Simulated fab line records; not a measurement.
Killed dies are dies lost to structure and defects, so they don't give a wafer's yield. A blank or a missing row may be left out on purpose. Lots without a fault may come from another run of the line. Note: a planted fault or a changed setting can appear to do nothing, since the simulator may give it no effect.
Comparing a struck lot with a sound one	flow nand-harc	40 out of 1302 route steps
Sound: the wafers L510.2, L510.3, L510.5. Wafers L520.4, L520.5, L520.6 were the ones struck. The cause is named last.
Order at every step that has rows: each side's tool, ch and its chambers, its first start. Under that, the readings that differ: sound wafers	struck wafers	difference of the means	sigmas: that difference in standard deviations of wafers without a fault.
alike: a reading whose means differ by less than 2 such deviations, as well as words and numbers matching on both sides. not compared: withheld readings; readings where some wafer has no value; bounds like >300 that might hide an equal value; numbers whose values overlap and for which the record gives no deviation.
A row with sigmas, a row that says differs or no value, or rows on one side alone: a step with any of these is where the two part. Numbers that have no deviation but don't overlap get no sigmas and don't part them. A reading missing from all wafers of one side parts the sides only when that side holds two or more wafers.

first, 2 steps without rows for these wafers: NHARC_A_CONTACT_ETCH_30 (etches the open film in CF4/CHF3, target depth 72.6 nm, time 36.3 s); NHARC_A_CONTACT_ETCH_31 (etches the open film in O2/COS, target depth 2800 nm, time 728 s).
NHARC_A_CONTACT_ETCH_134: etches the open film in C4F8/O2/Ar, time 140 s, target depth 700 nm.
  sound on har-cap-etch-01 ch 0,1, day 25 07:07; struck on har-cap-etch-01 ch 0,1, day 28 16:02
  not compared: rf-hours-counter-h
then, 1 step without rows for these wafers: NHARC_A_CONTACT_ETCH_135 (etches the open film in C4F8/O2/Ar, time 311 s, target depth 1912 nm).
NHARC_A_CONTACT_ETCH_136: etches the open film in C4F8/O2/Ar, time 311 s, target depth 1912 nm.
  sound on har-cap-etch-01 ch 0,1, day 25 07:35; struck on har-cap-etch-01 ch 0,1, day 28 16:42
  not compared: rf-hours-counter-h
then, 4 steps without rows for these wafers: NHARC_A_CONTACT_ETCH_137 (etches the open film in C4F8/O2/Ar, time 311 s, target depth 1912 nm); NHARC_A_CONTACT_ETCH_138 (etches the open film in C4F8/O2/Ar, time 311 s, target depth 1914 nm); NHARC_A_CONTACT_ETCH_139 (etches the open film in C4F8/O2/Ar, time 195 s, target depth 840 nm); NHARC_A_CONTACT_ETCH_92 (etches the open film in CH3F/O2, target depth 40 nm, time 85.7 s).
NHARC_A_CONTACT_ETCH_98: etches the open film in C4F6/O2, target depth 20 nm, time 10 s.
  sound on rie-diel-09 ch 1,3, day 25 09:07; struck on rie-diel-09 ch 0,1,2
reading	sound	struck	difference	sigmas
oes-product-au (a.u.)	0.941 0.943 0.947	1.007 0.990 0.992	+0.053	+3
  alike: drypump-motor-current-A, rf-vpp-V, showerhead-plenum-p-Torr, throttle-valve-pct
  not compared: rf-hours-counter-h
NHARC_A_CONTACT_CD_MEAS_15:
  sound on cd-sem-01 at day 25 09:13; struck on cd-sem-03 at day 28 18:29
reading	sound	struck	difference	sigmas
cd-nm (nm)	190.3 191.1 189.9	188.0 189.3 189.1	-1.6	-2
then, 1 step without rows for these wafers: NHARC_A_CONTACT_STRIP_107 (strips in N2/H2).
NHARC_A_CONTACT_STRIP_108: strips in CF4/CHF3.
  sound on rie-diel-09 ch 1,3, day 25 09:24; struck on rie-diel-09 ch 0,1,2, day 28 18:39
then, 4 steps without rows for these wafers: NHARC_A_CONTACT_STRIP_109 (strips in O2/COS); NHARC_A_CONTACT_ETCH_110 (etches the open film in CF4/O2, target depth 60 nm, overetch 6 nm, time 33 s); NHARC_A_CONTACT_STRIP_26 (strips in O2); NHARC_A_CONTACT_STRIP_27 (strips in post etch residue remover, time 600 s).
NHARC_A_CONTACT_ALD_18: deposits TiN, target thk 3 nm, pulse time 1 s, ald cycles 150.
  sound on ald-metal-04 ch 0,1, day 25 10:14; struck on ald-metal-04 ch 1,2, day 28 19:25
  alike: heater-power-w, precursor-pulse-height-rel
then, 13 steps without rows for these wafers: NHARC_A_CONTACT_CVD_19 (deposits W, target thk 300 nm, time 802 s); NHARC_A_CONTACT_CMP_20 (polishes, t overpolish 30 s, target thk 300 nm); NHARC_A_CONTACT_SRD_22; NHARC_A_BLC_DEHYDRATE_00 (time 120 s); NHARC_A_BLC_HMDS_01 (time 30 s); NHARC_A_BLC_COAT_02 (time 75 s); NHARC_A_BLC_COAT_03 (time 65 s); NHARC_A_BLC_COAT_04 (resist thk 90 nm); NHARC_A_BLC_SOFTBAKE_05 (time 55 s); NHARC_A_BLC_EBR_06; NHARC_A_BLC_EXPOSE_07 (exposes mask A BLC, target cd 100 nm); NHARC_A_BLC_PEB_08 (peb time 65 s); NHARC_A_BLC_DEVELOP_09 (develop time 35 s).
NHARC_A_BLC_CD_MEAS_10: target cd 100 nm.
  sound on cd-sem-01 ch 0, day 25 12:14; struck on cd-sem-03 ch 0, day 28 21:17
  alike: cd-nm
NHARC_A_BLC_OVL_MEAS_11:
  sound on overlay-01 at day 25 12:20; struck on overlay-02 at day 28 21:22
  alike: overlay-x-nm, overlay-y-nm
then, 3 steps without rows for these wafers: NHARC_A_BLC_DESCUM_15 (chemistry O2, time 3 s); NHARC_A_BLC_ETCH_16 (etches the open film in CF4, target depth 39 nm, time 65 s); NHARC_A_BLC_ETCH_17 (etches the open film in N2/H2, target depth 390 nm, time 609.38 s).
NHARC_A_BLC_ETCH_18: etches the open film in C4F8/O2/Ar, target depth 910 nm.
  sound on rie-diel-02 ch 0,3; struck on rie-diel-05 ch 0,1,3
reading	sound	struck	difference	sigmas
oes-product-au (a.u.)	0.978 0.956 0.982	0.907 0.917 0.924	-0.056	-2
  alike: rf-vpp-V
  not compared: rf-hours-counter-h
NHARC_A_BLC_CD_MEAS_19:
  sound on cd-sem-01 at day 25 13:35; struck on cd-sem-02 at day 28 22:26
  alike: cd-nm
then, 1 step without rows for these wafers: NHARC_A_BLC_STRIP_29 (strips in CF4).
-- jump in the record: it breaks off in module A_BLC and resumes in module END (first step shown: number 1302 of the route), and 2 days separate the struck wafers' starts before and after --
NHARC_END_SORT_01:
  here the record holds rows for the struck wafers (prober-02 ch 0, day 30 23:11) but none for the sound ones

== WHERE THEY PART ==
Earliest at NHARC_A_CONTACT_ETCH_98; latest, in this record, at NHARC_END_SORT_01.

WHY: the cause the simulator had injected
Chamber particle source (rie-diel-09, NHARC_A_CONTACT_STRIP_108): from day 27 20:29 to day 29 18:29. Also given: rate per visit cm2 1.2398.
